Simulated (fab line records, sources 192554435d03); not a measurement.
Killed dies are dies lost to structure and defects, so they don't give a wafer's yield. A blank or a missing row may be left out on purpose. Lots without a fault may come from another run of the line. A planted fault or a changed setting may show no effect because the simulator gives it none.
Which tool did it? | flow n5_finfet | 9 lots, 26 wafers sampled, at 5 steps of a route of 1938

WHAT THE GAUGES READ, wafer by wafer
N5_MOL_CONTACT_COAG_CD_MEAS_99: target cd 17.2 nm.
lot  | measured     | on        | cd_nm (nm)
L900 | day 4 21:02  | cd_sem-01 | 17.4 17.4 17.5
L901 | day 5 05:11  | cd_sem-02 | 17.1 17.1 17.0
L902 | day 5 19:06  | cd_sem-03 | 17.5 17.1 17.2
L908 | day 6 20:16  | cd_sem-01 | 17.1 17.0
L914 | day 8 03:22  | cd_sem-03 | 17.1 17.1 18.0
L919 | day 9 14:29  | cd_sem-02 | 17.2 17.5 17.0
L920 | day 10 01:28 | cd_sem-03 | 17.5 17.4 17.5
L922 | day 10 06:19 | cd_sem-03 | 17.6 17.9 17.2
L923 | day 10 11:08 | cd_sem-02 | 17.3 17.3 16.9

N5_BEOL_M4_RC_MEAS_101.
lot  | measured     | on        | DIBL_N (mV/V)  | DIBL_P (mV/V)  | IOFF_N (nA/um)    | IOFF_P (nA/um) | ION_N (uA/um) | ION_P (uA/um) | RC_DENSE_N (ohm.um) | RC_DENSE_P (ohm.um) | RC_N (ohm.um)  | RC_P (ohm.um)  | REXT_N (ohm.um) | REXT_P (ohm.um)   | SS_N (mV/dec)  | SS_P (mV/dec)  | VT_N (mV)         | VT_P (mV)
L900 | day 7 17:38  | prober-01 | 35.5 34.1 34.8 | 35.6 33.7 34.4 | 0.172 0.148 0.159 | 0.26 0.23 0.24 | 685 678 681   | 473 478 474   | 18.9 19.1 18.3      | 23.7 24.4 23.4      | 15.5 15.8 15.0 | 19.3 19.7 19.0 | 74.8 74.6 73.3  | 102.4 103.5 102.0 | 71.3 71.3 71.0 | 73.5 73.0 72.9 | 250.0 248.9 248.9 | -243 -246 -244
L901 | day 8 04:54  | prober-01 | 34.3 38.8 36.5 | 33.6 39.7 35.2 | 0.129 0.233 0.155 | 0.19 0.29 0.22 | 660 687 672   | 462 468 457   | 19.0 18.8 19.4      | 23.8 23.8 24.3      | 15.6 15.4 15.7 | 19.7 19.4 19.8 | 75.4 76.1 75.4  | 101.1 102.1 102.1 | 71.6 72.8 72.1 | 72.8 74.8 73.3 | 250.5 243.2 251.0 | -248 -244 -247
L902 | day 9 00:26  | prober-01 | 34.8 36.4 32.5 | 34.6 37.3 32.9 | 0.127 0.172 0.114 | 0.20 0.26 0.19 | 660 683 669   | 460 474 470   | 18.7 19.1 19.0      | 23.3 23.6 23.4      | 15.3 15.5 15.3 | 18.9 19.3 19.1 | 75.0 75.8 74.5  | 100.5 99.1 100.2  | 71.4 71.5 70.7 | 71.7 73.3 72.3 | 253.8 250.2 250.5 | -248 -246 -247
L908 | day 10 06:51 | prober-02 | 34.8 36.5      | 35.2 36.9      | 0.132 0.172       | 0.16 0.20      | 662 670       | 450 459       | 26.9 24.9           | 34.0 31.3           | 21.7 20.2      | 27.5 25.5      | 85.8 84.1       | 111.5 109.7       | 71.3 70.6      | 73.0 73.3      | 249.8 248.2       | -256 -251
L914 | day 11 14:25 | prober-01 | 35.7 35.4 36.0 | 36.0 35.7 36.0 | 0.171 0.163 0.169 | 0.24 0.23 0.24 | 692 673 684   | 476 466 470   | 18.7 18.6 18.4      | 23.0 23.0 23.0      | 15.2 15.0 14.9 | 18.6 18.8 18.7 | 73.2 73.6 73.4  | 97.1 98.8 97.9    | 71.6 71.1 72.0 | 72.6 72.9 72.7 | 245.1 247.9 247.9 | -247 -244 -246
L919 | day 13 00:23 | prober-01 | 35.5 37.5 35.4 | 35.9 38.4 35.7 | 0.162 0.193 0.156 | 0.25 0.28 0.24 | 663 680 667   | 465 472 462   | 18.3 18.3 19.0      | 22.9 23.0 24.0      | 14.8 14.9 15.4 | 18.7 18.8 19.2 | 73.4 72.4 73.4  | 101.5 101.0 101.7 | 72.1 72.4 71.2 | 72.7 74.2 72.8 | 249.5 248.3 249.9 | -243 -244 -248
L920 | day 13 21:21 | prober-02 | 36.1 37.1 37.0 | 34.4 36.0 36.6 | 0.142 0.142 0.158 | 0.15 0.17 0.18 | 664 643 674   | 450 441 450   | 18.8 18.9 18.6      | 23.5 23.8 23.5      | 15.4 15.4 15.2 | 19.4 19.4 19.0 | 75.7 76.3 75.2  | 101.2 102.2 102.8 | 70.9 71.9 71.8 | 72.8 73.1 73.2 | 249.5 253.3 248.2 | -258 -254 -255
L922 | day 13 21:41 | prober-01 | 36.2 35.4 34.2 | 37.0 37.1 34.5 | 0.186 0.171 0.136 | 0.23 0.22 0.18 | 670 690 660   | 458 465 451   | 18.5 18.7 19.2      | 23.1 23.5 24.1      | 15.2 15.3 15.8 | 18.8 18.9 19.5 | 75.3 75.2 76.4  | 95.9 97.5 98.0    | 72.1 71.6 71.1 | 73.9 74.4 72.8 | 245.1 248.0 251.7 | -248 -250 -253
L923 | day 14 04:16 | prober-02 | 36.1 35.0 38.2 | 36.2 35.4 39.4 | 0.149 0.136 0.190 | 0.18 0.17 0.24 | 665 678 675   | 456 459 462   | 18.6 18.6 19.2      | 23.2 23.1 23.6      | 15.2 15.1 15.7 | 18.9 19.0 19.5 | 74.6 74.2 75.8  | 100.4 100.5 101.8 | 71.0 70.9 71.5 | 72.9 73.7 74.2 | 252.6 253.1 249.5 | -253 -255 -248

WHICH TOOL RAN EACH LOT (tool, then ch and the chambers of the sampled wafers, then the start)
lot  | N5_GATE_CUT_CMP_23            | N5_MOL_CONTACT_COAG_CONTACT_ETCH_14 | N5_MOL_CONTACT_COAG_ETCH_110
L900 | cmp-03 ch 0,3, day 4 18:50    | rie_diel-05 ch 1,2, day 4 20:50     | rie_diel-05 ch 1,2, day 4 20:55
L901 | cmp-04 ch 0,2,3, day 5 03:25  | rie_diel-01 ch 2,3, day 5 04:59     | rie_diel-01 ch 2,3, day 5 05:04
L902 | cmp-04 ch 0,1,2, day 5 17:16  | rie_diel-01 ch 0,2,3, day 5 18:53   | rie_diel-01 ch 0,2,3, day 5 18:59
L908 | cmp-04 ch 2, day 6 18:27      | rie_diel-01 ch 0,3, day 6 20:04     | rie_diel-01 ch 0,3, day 6 20:09
L914 | cmp-01 ch 0,1, day 8 01:31    | rie_diel-06 ch 0,1,2, day 8 03:09   | rie_diel-06 ch 0,1,2, day 8 03:14
L919 | cmp-04 ch 1,2,3, day 9 12:21  | rie_diel-06 ch 0,2,3, day 9 14:16   | rie_diel-06 ch 0,2,3, day 9 14:22
L920 | cmp-03 ch 1,2,3, day 9 22:58  | rie_diel-05 ch 0,1, day 10 01:15    | rie_diel-05 ch 0,1, day 10 01:21
L922 | cmp-03 ch 0,2, day 10 04:29   | rie_diel-01 ch 0,1,2, day 10 06:05  | rie_diel-01 ch 0,1,2, day 10 06:11
L923 | cmp-01 ch 0,1,2, day 10 09:19 | rie_diel-06 ch 0,2, day 10 10:56    | rie_diel-06 ch 0,2, day 10 11:01
- N5_GATE_CUT_CMP_23: polishes, stops on SiO2, t overpolish 23.4 s, target thk 16 nm.
- N5_MOL_CONTACT_COAG_CONTACT_ETCH_14: etches SiO2 in C4F6/O2, target depth 27.5 nm, overetch 8.5 nm, time 20 s.
- N5_MOL_CONTACT_COAG_ETCH_110: etches Si in CF4/O2, target depth 2.5 nm, time 8 s.

WHAT THE TOOLS THEMSELVES READ (means of the sampled wafers that have a number; where no wafer has one, the mark that the record gives instead)
N5_GATE_CUT_CMP_23.
lot  | tool   | motor_current_A (A) | overpolish_run_s (s) | time_to_endpoint_s (s)
L900 | cmp-03 | 9.5                 | 23.410               | 17.6
L901 | cmp-04 | 8.2                 | 23.397               | 21.9
L902 | cmp-04 | 9.1                 | 23.405               | 18.3
L908 | cmp-04 | 9.9                 | 23.404               | 19.0
L914 | cmp-01 | 8.8                 | 23.395               | 23.3
L919 | cmp-04 | 9.2                 | 23.395               | 21.7
L920 | cmp-03 | 9.2                 | 23.406               | 17.8
L922 | cmp-03 | 10.0                | 23.391               | 17.8
L923 | cmp-01 | 8.7                 | 23.402               | 20.7

N5_MOL_CONTACT_COAG_CONTACT_ETCH_14.
lot  | tool        | drypump_motor_current_A (A) | oes_f_703_au (a.u.) | oes_product_au (a.u.) | rf_vpp_V (V) | run_length_s (s) | showerhead_plenum_p_Torr (Torr) | throttle_valve_pct (%)
L900 | rie_diel-05 | 5.9                         | 0.70                | 0.59                  | 687          | 43.0             | 2.76                            | 21.47
L901 | rie_diel-01 | 5.7                         | 0.72                | 0.62                  | 693          | 43.5             | 2.90                            | 21.22
L902 | rie_diel-01 | 5.7                         | 0.75                | 0.64                  | 693          | 43.7             | 2.92                            | 21.16
L908 | rie_diel-01 | 5.3                         | 0.77                | 0.76                  | 694          | 40.2             | 2.90                            | 21.20
L914 | rie_diel-06 | 5.8                         | 0.73                | 0.62                  | 692          | 43.1             | 2.86                            | 21.38
L919 | rie_diel-06 | 5.8                         | 0.74                | 0.64                  | 693          | 43.0             | 2.90                            | 21.27
L920 | rie_diel-05 | 6.2                         | 0.87                | 0.73                  | 694          | 43.0             | 2.93                            | 21.49
L922 | rie_diel-01 | 6.0                         | 0.72                | 0.62                  | 693          | 43.5             | 2.89                            | 21.26
L923 | rie_diel-06 | 5.9                         | 0.73                | 0.63                  | 693          | 42.6             | 2.89                            | 21.27

N5_MOL_CONTACT_COAG_ETCH_110.
lot  | tool        | cf4_flow_sccm (sccm) | drypump_motor_current_A (A) | oes_f_703_au (a.u.) | oes_product_au (a.u.) | rf_vpp_V (V) | showerhead_plenum_p_Torr (Torr) | throttle_valve_pct (%)
L900 | rie_diel-05 | 99.8                 | 5.8                         | 0.70                | 0.70                  | 127.8        | 2.12                            | 11.00
L901 | rie_diel-01 | 100.0                | 5.6                         | 0.73                | 0.72                  | 128.1        | 2.23                            | 10.82
L902 | rie_diel-01 | 99.9                 | 5.7                         | 0.76                | 0.76                  | 127.6        | 2.25                            | 10.70
L908 | rie_diel-01 | 99.8                 | 5.4                         | 0.77                | 0.77                  | 127.2        | 2.23                            | 10.65
L914 | rie_diel-06 | 99.8                 | 5.8                         | 0.74                | 0.73                  | 127.2        | 2.21                            | 10.95
L919 | rie_diel-06 | 99.9                 | 5.8                         | 0.74                | 0.74                  | 128.1        | 2.24                            | 10.85
L920 | rie_diel-05 | 100.2                | 6.2                         | 0.87                | 0.87                  | 126.0        | 2.26                            | 10.78
L922 | rie_diel-01 | 99.7                 | 6.0                         | 0.72                | 0.72                  | 125.6        | 2.24                            | 10.88
L923 | rie_diel-06 | 100.0                | 5.9                         | 0.73                | 0.73                  | 126.8        | 2.24                            | 10.86

THE ANSWER, worked out from the rows above alone
Rule: what is usual is taken from the lots themselves. Put in order of their means at a reading, lots are off if they are a third of the lots or fewer, leave a main group of 4 or more, and stand apart from it by a gap of 3 or more times the standard deviation of the main group's means; of several such gaps the widest counts. A main group whose means are all the same, to the digits that the tables above print for the reading, isn't used. A lot without any number at a reading at which 4 lots or more have one is off too. The other lots that the step has rows for count as sound. The gauges are gone through in route order, then the tools' own readings, and for those a lot's mean is taken as printed above. The first step at which some lot is off is used, and at that step the reading that is off furthest; a lot without a number counts as furthest.
Off: L908, at N5_BEOL_M4_RC_MEAS_101 (RC_DENSE_N). The main group: mean 18.8 ohm.um, standard deviation 0.16.
A tool fits if, at a process step before that reading, it ran every lot that is off, and no sound lot after the first of them. The gauges at N5_BEOL_M4_RC_MEAS_101 aren't tried: what is off there is off at N5_MOL_CONTACT_COAG_CONTACT_ETCH_14 too, on other tools, and a gauge's error can't cause that. None of those tried fits.

WHAT THE SIMULATOR HAD PUT IN
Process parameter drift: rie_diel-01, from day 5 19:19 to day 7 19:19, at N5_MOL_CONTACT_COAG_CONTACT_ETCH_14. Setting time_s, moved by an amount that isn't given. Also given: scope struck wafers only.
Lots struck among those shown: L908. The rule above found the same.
